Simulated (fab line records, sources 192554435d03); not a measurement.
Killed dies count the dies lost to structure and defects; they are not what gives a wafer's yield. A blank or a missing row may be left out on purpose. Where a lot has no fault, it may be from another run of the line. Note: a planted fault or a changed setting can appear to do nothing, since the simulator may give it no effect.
A struck lot beside a sound one    flow n5Finfet    18 steps out of a route of 1938
Sound: wafers L250.4, L250.5, L250.6. Struck: wafer L248.1 (left out: L248.6, a lot-mate that was not struck); the cause follows at the end.
Each step with rows lists, per side, the tool, then ch with its chambers, then its first start. Under that, the readings that differ: sound wafers    struck wafers    difference of the means    sigmas: that difference in standard deviations of wafers without a fault.
alike: readings with means less than 2 such deviations apart, plus words and numbers identical on both sides. not compared: withheld readings, readings lacking a value on some wafer, bounds such as >300 that could conceal the same value, and numbers that have no deviation in the record and whose values overlap.
Wherever a step has rows on one side only, a row that says differs or no value, or a row with sigmas, the two part there. Non-overlapping numbers with no deviation appear without sigmas and do not part them. Lack of a reading on every wafer of one side parts them only where that side has two or more wafers.

first, 7 steps without rows for these wafers: N5_BEOL_M9_COAT_60 (time 60 s, resist thk 30 nm); N5_BEOL_M9_COAT_05 (resist thk 90 nm); N5_BEOL_M9_EBR_07; N5_BEOL_M9_SOFTBAKE_06 (time 60 s); N5_BEOL_M9_EXPOSE_08 (exposes mask M9); N5_BEOL_M9_PEB_09 (peb time 60 s); N5_BEOL_M9_DEVELOP_10 (develop time 30 s).
N5_BEOL_M9_CD_MEAS_11: the cd target is 64.1 nm.
  sound on cdSem-03 ch 0, day 13 17:50; struck on cdSem-03 ch 0, day 13 08:32
  alike: cdNm
N5_BEOL_M9_OVL_MEAS_12:
  sound on overlay-01 ch 0, day 13 17:52; struck on overlay-01 ch 0, day 13 08:34
  alike: M9_OVL
N5_BEOL_M9_INSPECT_13: inspects for defects (brightfield).
  sound on defectInspect-02 at day 13 17:53; struck on defectInspect-01 at day 13 08:35
  alike: rawDefectCount
N5_BEOL_M9_DESCUM_16: chemistry O2, time 7.9 s.
  sound on rieDiel-05 ch 0,2,3, day 13 17:57; struck on rieDiel-01 ch 0, day 13 08:48
  alike: drypumpMotorCurrentA, oesProductAu, rfVppV, showerheadPlenumPTorr, throttleValvePct
  not compared: rfHoursCounterH
N5_BEOL_M9_ETCH_61: etches SiARC in CF4, target depth 39 nm, time 65 s.
  sound on rieDiel-05 ch 0,2,3, day 13 17:59; struck on rieDiel-01 ch 0, day 13 08:50
reading     sound              struck  difference  sigmas
rfVppV (V)  183.4 183.7 184.8  186.1   +2.1        +2
  alike: cf4FlowSccm, drypumpMotorCurrentA, etchRfOnTimeS, mfcArSccm, oesProductAu, showerheadPlenumPTorr, throttleValvePct
  not compared: rfHoursCounterH
N5_BEOL_M9_ETCH_62: etches SOC in N2/H2, target depth 110 nm, overetch 22 nm, time 165 s.
  sound on rieDiel-05 ch 0,2,3, day 13 18:02; struck on rieDiel-01 ch 0, day 13 08:53
reading                                    sound           struck  difference  sigmas
model.SiARC_of_BEOL_M9_COAT_60.thkNm (nm)  23.6 23.4 23.6  21.4    -2.1        
model.BEOL_M9.cdOffsetNm (nm)              0.6 0.6 0.2     0.8     +0.3        
  alike: drypumpMotorCurrentA, oesProductAu, rfVppV, showerheadPlenumPTorr, throttleValvePct
  not compared: rfHoursCounterH
then, 1 step without rows for these wafers: N5_BEOL_M9_STRIP_68 (strips in N2/H2).
N5_BEOL_M9_STRIP_67: strips in CF4.
  sound on rieDiel-05 ch 0,2,3, day 13 18:11; struck on rieDiel-01 ch 0, day 13 09:02
reading     sound              struck  difference  sigmas
powerW (W)  298.7 297.8 300.5  301.7   +2.7        +2
  alike: cf4FlowSccm, drypumpMotorCurrentA, oesProductAu, rfVppV, showerheadPlenumPTorr, throttleValvePct
  not compared: rfHoursCounterH
N5_BEOL_M9_HM_OPEN_17: chemistry Cl2/BCl3, target TiN, target depth 20 nm, overetch 6 nm.
  sound on rieMetal-01 ch 0,1, day 13 18:15; struck on rieMetal-02 ch 0, day 13 09:04
reading              sound  struck  difference                    sigmas
rfHoursCounterH (h)  - - -  46      no value on the sound wafers  
  alike: drypumpMotorCurrentA, mfcArSccm, oesProductAu, throttleValvePct
  not compared: model.BEOL_M9.cdOffsetNm
N5_BEOL_M9_STRIP_19: strips in O2.
  sound on rieDiel-05 ch 1,2,3, day 13 18:20; struck on rieDiel-01 ch 3, day 13 09:11
reading                       sound              struck  difference  sigmas
showerheadPlenumPTorr (Torr)  2.15 2.12 2.12     2.01    -0.12       -3
throttleValvePct (%)          16.35 16.63 16.35  16.93   +0.49       +2
  alike: drypumpMotorCurrentA, oesProductAu, rfVppV
  not compared: rfHoursCounterH
-- the record jumps here: 3 days lie between the struck wafers' starts before and after (it left off in module BEOL_M9 and takes up again in module PASSIVATION, whose first step shown is number 1936 of the route) --
N5_PASSIVATION_PROBE_49:
  sound on prober-02 at day 16 22:14; struck on prober-02 at day 16 11:47
  alike: defectLimitedYield, killed_at_M0_to_M3, killed_at_M4_up, killedAtContacts, killedAtFrontEnd, killedAtOther, killedDies, killedOpen, killedShort, sort_bin_5_function, sort_bin_6_memory, sortNPass, sortYieldPct

## WHERE THEY PART
At N5_BEOL_M9_ETCH_61 first; at N5_BEOL_M9_STRIP_19 last (within this record only). Later steps at which nothing parts them and some readings are alike: N5_PASSIVATION_PROBE_49.

WHY: what had been put in by the simulator
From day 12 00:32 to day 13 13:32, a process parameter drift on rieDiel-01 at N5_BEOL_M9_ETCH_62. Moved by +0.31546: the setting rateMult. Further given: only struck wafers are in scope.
